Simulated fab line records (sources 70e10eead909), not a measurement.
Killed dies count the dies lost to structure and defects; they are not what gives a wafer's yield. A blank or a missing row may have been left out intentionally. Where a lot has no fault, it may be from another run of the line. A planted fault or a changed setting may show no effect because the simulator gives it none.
Matching of chambers | flow nand-harc | NHARC_A_ZERO_WELL_ETCH_13 on rie-si-04: 4 sister chambers
The step etches the open film in HBr/Cl2, target depth 120 nm, time 40.1 s. 4 wafers are shown with their chamber, then 7 later ones without.

## WAFERS WITH THEIR CHAMBER
wafer  | chamber | oes-product-au (a.u.)
L519.4 | 0       | 0.986
L523.3 | 2       | 0.994
L526.2 | 1       | 0.987
L526.3 | 3       | 1.004

## WAFERS WITHOUT THEIR CHAMBER
wafer  | oes-product-au (a.u.)
L526.4 | 0.991
L528.2 | 0.996
L528.5 | 0.990
L528.6 | 1.004
L529.3 | 0.996
L529.4 | 0.995
L529.5 | 0.992

## EACH ONE'S CHAMBER
wafer  | from the rows above          | in truth
L526.4 | can't be placed: 2 or 1 or 0 | 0
L528.2 | 2                            | 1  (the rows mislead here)
L528.5 | can't be placed: 1 or 0 or 2 | 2
L528.6 | 3                            | 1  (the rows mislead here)
L529.3 | 2                            | 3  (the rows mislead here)
L529.4 | 2                            | 2
L529.5 | can't be placed: 2 or 1 or 0 | 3
1 of 7 placed correctly. Cannot be placed on the basis of these rows: 3; the candidates contain the true chamber in 2. Wrongly placed: 3.
How it was worked out, from the rows above alone: a wafer's distance from a chamber is the root of the sum, over the readings, of the square of ((its reading less the chamber's mean) divided by the reading's scatter). The wafer belongs to the nearest chamber; if the next one is less than 2 further off, it can't be placed. A chamber's mean is the mean of its shown wafers. The scatter (one wafer shown for each chamber): square how far every hidden wafer sits from the nearest shown wafer, average those squares and take the square root.
